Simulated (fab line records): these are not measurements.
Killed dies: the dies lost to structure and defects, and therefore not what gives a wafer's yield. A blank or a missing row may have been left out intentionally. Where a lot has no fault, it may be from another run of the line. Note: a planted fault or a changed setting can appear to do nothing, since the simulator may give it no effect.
fab line records	flow n5-finfet	part 1 of 2: steps 1 to 22 of 29
record lots=5	wafers=15	last-day=16
route steps=1938 shown BEOL_M1@770
lots that met no fault: from a run of the same line without faults
start-h: the number of hours between the record's first day and the start of the first shown wafer of the lot	wait-h: how many hours have passed since the lot's step before this one	" the same as in the row above	L1.1+2: several wafers, shown together as one row	- no value, or no start given	* or withheld: withheld	< > ~ a bound
route shown NAME@n: NAME is a module with steps in the file, n the number in the route of the first one	usual: mean/standard deviation of fault-free wafers	same: alike in all rows	chamber/n: place in a boat	sites: readings site by site	_std_site: the values' standard deviation	_edge_site: the outer-site mean with the inner-site mean subtracted	radius-mm: how far each site lies from the wafer's centre	mask NAME#n: copy n	behind: the tool/chamber that last shaped the wafer	hold: why the lot went on hold/how many hours it stayed there/how the hold came to an end	device: whichever transistor did not switch (one of n, p or np)	end of line: tests of these same wafers at the route's end	where a step has no rows: the recipe by itself	killed: the dies lost at the first sort to structure and to defects; this is not the yield of the wafer	map: per-die view of a wafer (x killed, . not killed, _ where there is no die)
set.NAME: the run value of the setting; set.NAME@STEP: its run value at that earlier step	model.NAME: the simulator's own value behind a step, which no gauge read
lots seen at some steps along the route; tables by step, rows by wafer
services: when a tool's chamber went out of use (start-h, in hours from the record's first day, below 0 if earlier), for how many hours, and the reason
## steps
# step N5_BEOL_M1_ETCH_64
# recipe chemistry=N2/H2	target=SOC	target-depth-a=750	overetch-a=150	mask-material=SiARC	temp-c=40	time-s=112.5	ion-energy-ev=200	pressure-mtorr=30	source-w=840	bias-w=150	n2-flow-sccm=200	h2-flow-sccm=200
# usual drypump-motor-current-A=5.7/0.59	h2-flow-sccm=199.9/0.59	n2-flow-sccm=200.2/0.61	oes-product-au=0.64/0.072	rf-vpp-V=523.6/2.1	showerhead-plenum-p-Torr=2.53/0.072	throttle-valve-pct=17.79/0.27
lot.wafer	tool	chamber	start-h	wait-h	drypump-motor-current-A	h2-flow-sccm	n2-flow-sccm	oes-product-au	rf-hours-counter-h	rf-vpp-V	showerhead-plenum-p-Torr	throttle-valve-pct
L077.3	rie-diel-03	2	141.32	0.0	5.5	199.9	199.9	0.56	212	521.1	2.40	17.96
L077.5	"	3	"	"	6.3	200.2	199.1	0.59	-	525.5	2.62	17.66
L077.6	"	2	"	"	5.5	199.9	199.9	0.56	-	521.1	2.40	17.95
L078.2	rie-diel-01	3	142.25	0.0	6.4	201.5	199.7	0.71	45	522.7	2.49	17.63
L078.3	"	2	"	"	6.1	199.8	200.1	0.79	3	522.7	2.52	17.43
L078.5	"	3	"	"	6.4	200.8	200.2	0.71	-	521.9	2.49	17.64
L080.1	rie-diel-03	0	156.79	0.0	5.0	201.2	201.4	0.68	61	525.9	2.58	17.34
L080.2	"	1	"	"	5.3	199.2	200.1	0.60	164	524.5	2.54	17.67
L080.6	"	3	"	"	6.2	200.3	199.1	0.57	-	526.8	2.62	17.67
L090.1	rie-diel-03	0	216.66	0.0	5.0	200.1	200.4	0.66	77	526.6	2.57	17.38
L090.4	"	3	"	"	6.3	200.1	199.9	0.57	213	525.0	2.61	17.70
L090.6	"	2	"	"	5.5	200.6	199.6	0.55	-	520.8	2.40	17.98
L091.1	rie-diel-04	3	223.09	0.0	6.6	199.3	200.0	0.57	202	521.3	2.42	18.15
L091.4	"	0	"	"	5.8	200.0	200.1	0.76	-	527.2	2.61	18.01
L091.5	"	3	"	"	6.6	197.9	201.2	0.56	-	521.4	2.42	18.16
# step N5_BEOL_M1_STRIP_65
# recipe chemistry=N2/H2	temp-c=40	n2-flow-sccm=200	h2-flow-sccm=200	rf-frequency-hz=6e+07
lot.wafer	tool	chamber	start-h	wait-h
L077.3+5+6	rie-diel-03	2,3,2	141.43	0.1
L078.2+3+5	rie-diel-01	3,2,3	142.35	0.1
L080.1+2+6	rie-diel-03	0,1,3	156.90	0.1
L090.1+4+6	rie-diel-03	0,3,2	216.77	0.1
L091.1+4+5	rie-diel-04	3,0,3	223.20	0.1
# step N5_BEOL_M1_STRIP_75
# recipe chemistry=N2/H2	temp-c=40	n2-flow-sccm=200	h2-flow-sccm=200	rf-frequency-hz=6e+07
lot.wafer	tool	chamber	start-h	wait-h
L077.3+5+6	rie-diel-03	2,3,2	141.44	0.0
L078.2+3+5	rie-diel-01	3,2,3	142.36	0.0
L080.1+2+6	rie-diel-03	0,1,3	156.91	0.0
L090.1+4+6	rie-diel-03	0,3,2	216.78	0.0
L091.1+4+5	rie-diel-04	3,0,3	223.21	0.0
# step N5_BEOL_M1_STRIP_66
# recipe chemistry=CF4	resist=SiARC	power-w=300	bias-power-w=75	pressure-mtorr=50	cf4-flow-sccm=150	rf-frequency-hz=6e+07
# usual drypump-motor-current-A=5.7/0.59	oes-product-au=0.80/0.089	rf-vpp-V=270.9/1.4	showerhead-plenum-p-Torr=1.79/0.051	throttle-valve-pct=13.56/0.26
lot.wafer	tool	chamber	start-h	wait-h	drypump-motor-current-A	oes-product-au	rf-hours-counter-h	rf-vpp-V	showerhead-plenum-p-Torr	throttle-valve-pct
L077.3	rie-diel-03	2	141.45	0.0	5.5	0.70	212	268.7	1.71	13.80
L077.5	"	3	"	"	6.2	0.73	-	271.8	1.86	13.64
L077.6	"	2	"	"	5.5	0.70	-	268.6	1.71	13.82
L078.2	rie-diel-01	3	142.37	0.0	6.4	0.88	45	269.5	1.75	13.31
L078.3	"	2	"	"	6.1	0.98	3	269.7	1.78	13.18
L078.5	"	3	"	"	6.4	0.87	-	269.1	1.75	13.31
L080.1	rie-diel-03	0	156.92	0.0	5.0	0.85	61	273.1	1.82	13.16
L080.2	"	1	"	"	5.3	0.74	164	270.6	1.78	13.40
L080.6	"	3	"	"	6.2	0.72	-	271.9	1.86	13.69
L090.1	rie-diel-03	0	216.79	0.0	5.0	0.82	77	270.8	1.82	13.19
L090.4	"	3	"	"	6.3	0.72	213	272.9	1.85	13.72
L090.6	"	2	"	"	5.5	0.69	-	270.2	1.71	13.86
L091.1	rie-diel-04	3	223.22	0.0	6.6	0.71	202	271.5	1.70	13.88
L091.4	"	0	"	"	5.7	0.94	-	271.7	1.85	13.68
L091.5	"	3	"	"	6.6	0.71	-	269.8	1.70	13.91
# step N5_BEOL_M1_HM_OPEN_17
# recipe chemistry=Cl2/BCl3	target-depth-a=200	overetch-a=60	target=TiN	mask-material=SOC	ion-energy-ev=150	pressure-mtorr=10	icp-w=1000	bias-w=126	Cl2_flow_sccm=53.25	bcl3-flow-sccm=21.75	Ar_flow_sccm=25
# usual drypump-motor-current-A=6.01/0.24	oes-product-au=0.67/0.09	throttle-valve-pct=22.18/0.2
lot.wafer	tool	chamber	start-h	wait-h	drypump-motor-current-A	oes-product-au	rf-hours-counter-h	throttle-valve-pct
L077.3	rie-metal-01	0	141.52	0.1	6.18	0.60	-	22.10
L077.5	"	1	"	"	6.02	0.54	-	22.62
L077.6	"	0	"	"	6.17	0.60	-	22.14
L078.2	rie-metal-02	0	142.42	0.0	5.79	0.72	23	22.10
L078.3	"	0	"	"	5.81	0.72	-	22.10
L078.5	"	1	"	"	5.49	0.77	-	22.14
L080.1	rie-metal-03	0	156.96	0.0	6.23	0.77	7	22.21
L080.2	"	0	"	"	6.24	0.78	-	22.21
L080.6	"	0	"	"	6.24	0.78	-	22.20
L090.1	rie-metal-01	0	216.83	0.0	6.18	0.58	92	22.14
L090.4	"	1	"	"	6.03	0.53	-	22.61
L090.6	"	1	"	"	6.03	0.53	-	22.63
L091.1	rie-metal-02	0	223.26	0.0	5.80	0.72	30	22.11
L091.4	"	0	"	"	5.80	0.72	-	22.09
L091.5	"	0	"	"	5.80	0.71	-	22.10
# step N5_BEOL_M1_STRIP_19
# recipe chemistry=O2	power-w=400	temp-c=40	pressure-mtorr=30	rf-frequency-hz=6e+07	bias-power-w=0	overash-fraction=0.2	o2-flow-sccm=225
# usual drypump-motor-current-A=5.7/0.57	o2-flow-sccm=225.1/0.6	oes-product-au=0.80/0.095	rf-vpp-V=3.7/0.43	showerhead-plenum-p-Torr=2.08/0.058	throttle-valve-pct=16.6/0.31
lot.wafer	tool	chamber	start-h	wait-h	drypump-motor-current-A	o2-flow-sccm	oes-product-au	rf-hours-counter-h	rf-vpp-V	showerhead-plenum-p-Torr	throttle-valve-pct
L077.3	rie-diel-01	0	141.60	0.1	4.7	224.8	0.90	33	3.2	2.12	16.4
L077.5	"	2	"	"	6.1	224.8	1.01	-	3.6	2.04	16.1
L077.6	"	3	"	"	6.4	224.0	0.89	-	3.0	2.05	16.5
L078.2	rie-diel-03	3	142.72	0.3	6.3	224.3	0.73	192	3.8	2.18	16.7
L078.3	"	0	"	"	5.0	224.5	0.87	56	4.2	2.13	16.2
L078.5	"	1	"	"	5.3	223.6	0.76	-	4.2	2.07	16.4
L080.1	rie-diel-04	2	157.37	0.4	5.7	225.4	0.91	14	3.4	2.17	16.7
L080.2	"	1	"	"	6.5	225.0	0.81	98	3.6	2.11	16.6
L080.6	"	2	"	"	5.7	225.2	0.91	-	2.7	2.17	16.8
L090.1	rie-diel-03	3	216.94	0.1	6.3	225.3	0.71	213	3.5	2.17	16.7
L090.4	"	0	"	"	5.0	225.0	0.84	77	3.6	2.12	16.3
L090.6	"	1	"	"	5.3	224.9	0.74	-	3.4	2.07	16.5
L091.1	rie-diel-01	3	223.43	0.1	6.4	225.5	0.87	70	2.9	2.04	16.5
L091.4	"	2	"	"	6.1	223.9	0.93	30	3.7	2.03	16.1
L091.5	"	3	"	"	6.4	225.3	0.86	-	3.7	2.04	16.5
# step N5_BEOL_M1_CD_MEAS_18
# recipe pitch-nm=36	target-cd-nm=18
# usual cd-nm=18.0/0.34
lot.wafer	tool	chamber	start-h	wait-h	cd-nm
L077.3	cd-sem-03	-	141.67	0.1	18.0
L077.5	"	-	"	"	17.8
L077.6	"	-	"	"	18.4
L078.2	cd-sem-03	-	142.79	0.1	17.9
L078.3	"	-	"	"	18.3
L078.5	"	-	"	"	18.1
L080.1	cd-sem-03	-	157.44	0.0	17.8
L080.2	"	-	"	"	18.3
L080.6	"	-	"	"	18.2
L090.1	cd-sem-03	-	217.01	0.0	18.7
L090.4	"	-	"	"	18.0
L090.6	"	-	"	"	18.6
L091.1	cd-sem-03	-	223.50	0.0	17.8
L091.4	"	-	"	"	18.1
L091.5	"	-	"	"	17.8
# step N5_BEOL_M1_COAT_67
# recipe resist=SOC	temp-c=250	time-s=60	spin-rpm=1500	resist-thk-nm=60
lot.wafer	tool	chamber	start-h	wait-h
L077.3+5+6	litho-track-04	0	141.71	0.0
L078.2+3+5	litho-track-02	0	142.83	0.0
L080.1+2+6	litho-track-02	0	157.47	0.0
L090.1+4+6	litho-track-02	0	217.05	0.0
L091.1+4+5	litho-track-04	0	223.54	0.0
# step N5_BEOL_M1_COAT_68
# recipe resist=SiARC	temp-c=220	time-s=60	spin-rpm=1500	resist-thk-nm=12
lot.wafer	tool	chamber	start-h	wait-h
L077.3+5+6	litho-track-04	0	-	-
L078.2+3+5	litho-track-02	0	-	-
L080.1+2+6	litho-track-02	0	-	-
L090.1+4+6	litho-track-02	0	-	-
L091.1+4+5	litho-track-04	0	-	-
# step N5_BEOL_M1_COAT_76
# recipe resist=underlayer	temp-c=205	time-s=60	spin-rpm=1500	resist-thk-nm=5
lot.wafer	tool	chamber	start-h	wait-h
L077.3+5+6	litho-track-04	0	-	-
L078.2+3+5	litho-track-02	0	-	-
L080.1+2+6	litho-track-02	0	-	-
L090.1+4+6	litho-track-02	0	-	-
L091.1+4+5	litho-track-04	0	-	-
# step N5_BEOL_M1_COAT_22
# recipe resist=CAR-EUV	spin-rpm=1500	resist-thk-nm=30
lot.wafer	tool	chamber	start-h	wait-h
L077.3+5+6	litho-track-04	0	-	-
L078.2+3+5	litho-track-02	0	-	-
L080.1+2+6	litho-track-02	0	-	-
L090.1+4+6	litho-track-02	0	-	-
L091.1+4+5	litho-track-04	0	-	-
# step N5_BEOL_M1_EBR_24
# recipe solvent=PGMEA	ebr-width-mm=1.5
lot.wafer	tool	chamber	start-h	wait-h
L077.3+5+6	litho-track-04	0	-	-
L078.2+3+5	litho-track-02	0	-	-
L080.1+2+6	litho-track-02	0	-	-
L090.1+4+6	litho-track-02	0	-	-
L091.1+4+5	litho-track-04	0	-	-
# step N5_BEOL_M1_SOFTBAKE_23
# recipe temp-c=110	time-s=60	resist=CAR-EUV
lot.wafer	tool	chamber	start-h	wait-h
L077.3+5+6	litho-track-04	0	-	-
L078.2+3+5	litho-track-02	0	-	-
L080.1+2+6	litho-track-02	0	-	-
L090.1+4+6	litho-track-02	0	-	-
L091.1+4+5	litho-track-04	0	-	-
# step N5_BEOL_M1_EXPOSE_25
# recipe mask-id=V0	na=0.33	source-shape=quasar	sigma-inner=0.2	sigma-outer=0.8	polarization=unpolarized	defocus-nm=5	target-cd-nm=24	dose-mj=63
lot.wafer	tool	chamber	start-h	wait-h	mask
L077.3+5+6	euv-scanner-02	0	141.99	-	V0#0
L078.2+3+5	euv-scanner-01	0	143.10	-	V0#0
L080.1+2+6	euv-scanner-01	0	157.74	-	V0#0
L090.1+4+6	euv-scanner-02	0	217.31	-	V0#0
L091.1+4+5	euv-scanner-02	0	223.68	-	V0#0
# step N5_BEOL_M1_PEB_26
# recipe peb-temp-c=100	peb-time-s=60	resist=CAR-EUV
# same peb-time-s=60
lot.wafer	tool	chamber	start-h	wait-h
L077.3+5+6	litho-track-01	0	142.05	0.1
L078.2+3+5	litho-track-04	0	143.17	0.1
L080.1+2+6	litho-track-02	0	157.81	0.1
L090.1+4+6	litho-track-02	0	217.39	0.1
L091.1+4+5	litho-track-04	0	223.75	0.1
# step N5_BEOL_M1_DEVELOP_27
# recipe develop-time-s=30	developer=TMAH	resist=CAR-EUV	rinse-liquid=surfactant-rinse	dry=air-spin	dev-temp-c=23
lot.wafer	tool	chamber	start-h	wait-h
L077.3+5+6	litho-track-01	0	-	-
L078.2+3+5	litho-track-04	0	-	-
L080.1+2+6	litho-track-02	0	-	-
L090.1+4+6	litho-track-02	0	-	-
L091.1+4+5	litho-track-04	0	-	-
# step N5_BEOL_M1_CD_MEAS_28
# recipe landing-energy-ev=500	detector=se-inlens	target-cd-y-nm=23.3
# usual cd-nm=24.04/0.2
lot.wafer	tool	chamber	start-h	wait-h	cd-nm
L077.3	cd-sem-01	0	142.12	-	24.34
L077.5	"	0	"	"	24.39
L077.6	"	0	"	"	24.11
L078.2	cd-sem-03	0	143.23	-	23.74
L078.3	"	0	"	"	23.91
L078.5	"	0	"	"	23.79
L080.1	cd-sem-03	0	157.88	-	23.97
L080.2	"	0	"	"	23.82
L080.6	"	0	"	"	23.59
L090.1	cd-sem-01	0	217.45	-	23.98
L090.4	"	0	"	"	23.89
L090.6	"	0	"	"	23.99
L091.1	cd-sem-01	0	223.82	-	23.84
L091.4	"	0	"	"	23.82
L091.5	"	0	"	"	24.38
# step N5_BEOL_M1_OVL_MEAS_29
# recipe points-per-wafer=522
# usual V0_OVL=-0.3/0.67
lot.wafer	tool	chamber	start-h	wait-h	V0_OVL[nm]
L077.3	overlay-01	0	142.16	0.0	-0.8
L077.5	"	0	"	"	-0.1
L077.6	"	0	"	"	-0.8
L078.2	overlay-02	0	143.27	0.0	-1.1
L078.3	"	0	"	"	-0.6
L078.5	"	0	"	"	-1.0
L080.1	overlay-01	0	157.91	0.0	0.7
L080.2	"	0	"	"	0.8
L080.6	"	0	"	"	0.5
L090.1	overlay-01	0	217.48	0.0	-0.7
L090.4	"	0	"	"	0.0
L090.6	"	0	"	"	0.8
L091.1	overlay-01	0	223.85	0.0	0.3
L091.4	"	0	"	"	0.0
L091.5	"	0	"	"	0.9
# step N5_BEOL_M1_INSPECT_30
# recipe mode=adi	inspect-instrument=brightfield
# usual raw-defect-count=383/79
lot.wafer	tool	chamber	start-h	wait-h	raw-defect-count
L077.3	defect-inspect-01	-	142.20	0.0	471
L077.5	"	-	"	"	263
L077.6	"	-	"	"	326
L078.2	defect-inspect-02	-	143.32	0.0	280
L078.3	"	-	"	"	308
L078.5	"	-	"	"	381
L080.1	defect-inspect-01	-	157.97	0.1	235
L080.2	"	-	"	"	283
L080.6	"	-	"	"	314
L090.1	defect-inspect-02	-	217.54	0.1	514
L090.4	"	-	"	"	396
L090.6	"	-	"	"	414
L091.1	defect-inspect-01	-	223.91	0.1	405
L091.4	"	-	"	"	349
L091.5	"	-	"	"	249
# step N5_BEOL_M1_DESCUM_33
# recipe chemistry=O2	time-s=7	source-power-w=50	bias-power-w=20	pressure-mtorr=20	rf-frequency-hz=2.712e+07	temp-c=40	resist=CAR-EUV	o2-flow-sccm=225
# usual drypump-motor-current-A=5.7/0.59	o2-flow-sccm=225.0/0.69	oes-product-au=0.80/0.093	rf-vpp-V=243.0/1.2	showerhead-plenum-p-Torr=2.08/0.057	throttle-valve-pct=20.4/0.34
lot.wafer	tool	chamber	start-h	wait-h	drypump-motor-current-A	o2-flow-sccm	oes-product-au	rf-hours-counter-h	rf-vpp-V	showerhead-plenum-p-Torr	throttle-valve-pct
L077.3	rie-diel-03	0	142.24	0.0	5.0	225.1	0.88	56	244.0	2.13	20.0
L077.5	"	3	"	"	6.3	225.3	0.72	-	244.9	2.18	20.4
L077.6	"	0	"	"	5.0	223.9	0.86	-	243.8	2.13	20.0
L078.2	rie-diel-01	1	143.41	0.1	5.2	224.5	0.71	197	243.2	2.07	20.7
L078.3	"	2	"	"	6.1	225.7	0.99	4	242.3	2.03	19.8
L078.5	"	3	"	"	6.3	224.5	0.89	-	242.4	2.04	20.3
L080.1	rie-diel-03	1	158.13	0.2	5.3	226.6	0.76	164	243.1	2.07	20.1
L080.2	"	3	"	"	6.2	224.3	0.72	196	243.9	2.18	20.4
L080.6	"	0	"	"	5.0	225.5	0.86	-	242.0	2.12	20.0
L090.1	rie-diel-03	2	217.58	0.0	5.5	225.2	0.68	235	241.9	2.00	20.8
L090.4	"	0	"	"	5.0	224.9	0.84	77	242.5	2.12	20.0
L090.6	"	2	"	"	5.5	224.3	0.68	-	240.5	2.00	20.8
L091.1	rie-diel-03	2	223.94	0.0	5.5	224.9	0.67	237	240.1	1.99	20.8
L091.4	"	0	"	"	5.0	225.1	0.84	79	243.4	2.12	20.0
L091.5	"	3	"	"	6.2	224.7	0.71	-	243.9	2.17	20.5
# step N5_BEOL_M1_ETCH_77
# recipe chemistry=N2/H2	target=underlayer	target-depth-a=65	mask-material=CAR-EUV	time-s=5.2	ion-energy-ev=200	pressure-mtorr=30	source-w=840	bias-w=150	n2-flow-sccm=200	h2-flow-sccm=200	ends=cleared
# usual drypump-motor-current-A=5.7/0.6	etch-rf-on-time-s=5.20/0.12	h2-flow-sccm=200.0/0.58	n2-flow-sccm=200.0/0.62	oes-product-au=0.68/0.078	rf-vpp-V=523.6/2.3	showerhead-plenum-p-Torr=2.53/0.067	throttle-valve-pct=17.81/0.28
lot.wafer	tool	chamber	start-h	wait-h	drypump-motor-current-A	etch-rf-on-time-s	h2-flow-sccm	n2-flow-sccm	oes-product-au	rf-hours-counter-h	rf-vpp-V	showerhead-plenum-p-Torr	throttle-valve-pct
L077.3	rie-diel-03	0	142.27	0.0	5.0	5.13	200.0	200.1	0.75	56	525.3	2.58	17.39
L077.5	"	3	"	"	6.3	5.29	201.0	200.7	0.61	-	527.7	2.62	17.68
L077.6	"	0	"	"	5.1	5.11	200.3	200.9	0.74	-	525.4	2.58	17.37
L078.2	rie-diel-01	1	143.45	0.0	5.2	5.21	199.9	199.6	0.62	197	522.8	2.52	18.16
L078.3	"	2	"	"	6.1	4.97	200.3	199.8	0.86	4	522.7	2.52	17.50
L078.5	"	3	"	"	6.4	5.18	200.3	200.2	0.77	-	522.0	2.49	17.67
L080.1	rie-diel-03	1	158.17	0.0	5.3	5.02	199.9	200.0	0.65	164	522.9	2.54	17.71
L080.2	"	3	"	"	6.2	5.27	199.7	199.5	0.62	196	526.9	2.62	17.66
L080.6	"	0	"	"	5.1	5.15	200.9	199.6	0.74	-	523.8	2.58	17.37
L090.1	rie-diel-03	2	217.61	0.0	5.5	5.37	201.0	199.9	0.57	235	521.1	2.40	18.01
L090.4	"	0	"	"	5.1	5.16	200.8	200.0	0.71	77	525.4	2.57	17.41
L090.6	"	2	"	"	5.5	5.38	200.7	199.9	0.58	-	519.6	2.40	18.02
L091.1	rie-diel-03	2	223.98	0.0	5.5	5.39	199.9	199.4	0.57	237	520.6	2.39	18.01
L091.4	"	0	"	"	5.0	5.08	199.5	200.0	0.72	79	523.2	2.57	17.44
L091.5	"	3	"	"	6.3	5.30	199.6	198.8	0.60	-	526.3	2.61	17.73
# step N5_BEOL_M1_ETCH_69
# recipe chemistry=CF4	target=SiARC	target-depth-a=156	mask-material=CAR-EUV	time-s=26	ion-energy-ev=80	pressure-mtorr=40	source-w=545	bias-w=36	Ar_flow_sccm=100	cf4-flow-sccm=100	ends=cleared
# usual drypump-motor-current-A=5.7/0.59	etch-rf-on-time-s=26.2/0.73	oes-product-au=0.68/0.079	rf-vpp-V=183.8/1	showerhead-plenum-p-Torr=2.13/0.057	throttle-valve-pct=15.58/0.27
lot.wafer	tool	chamber	start-h	wait-h	drypump-motor-current-A	etch-rf-on-time-s	oes-product-au	rf-hours-counter-h	rf-vpp-V	showerhead-plenum-p-Torr	throttle-valve-pct
L077.3	rie-diel-03	0	142.29	0.0	5.0	26.2	0.73	56	183.5	2.17	15.16
L077.5	"	3	"	"	6.2	27.1	0.61	-	184.4	2.22	15.70
L077.6	"	0	"	"	5.0	26.2	0.74	-	184.2	2.17	15.15
L078.2	rie-diel-01	1	143.47	0.0	5.2	26.1	0.61	197	184.8	2.11	15.86
L078.3	"	2	"	"	6.1	24.9	0.87	4	183.3	2.10	15.16
L078.5	"	3	"	"	6.4	26.5	0.76	-	182.6	2.10	15.43
L080.1	rie-diel-03	1	158.18	0.0	5.3	25.0	0.66	164	184.6	2.14	15.44
L080.2	"	3	"	"	6.3	26.6	0.62	196	184.3	2.22	15.68
L080.6	"	0	"	"	5.0	25.8	0.73	-	183.7	2.17	15.16
L090.1	rie-diel-03	2	217.63	0.0	5.5	27.4	0.58	235	183.5	2.04	15.89
L090.4	"	0	"	"	5.1	26.0	0.71	77	183.8	2.16	15.19
L090.6	"	2	"	"	5.5	27.4	0.58	-	183.3	2.04	15.90
L091.1	rie-diel-03	2	224.00	0.0	5.5	27.2	0.57	237	182.8	2.04	15.91
L091.4	"	0	"	"	5.0	26.0	0.72	79	183.1	2.16	15.21
L091.5	"	3	"	"	6.2	26.9	0.60	-	185.4	2.22	15.73
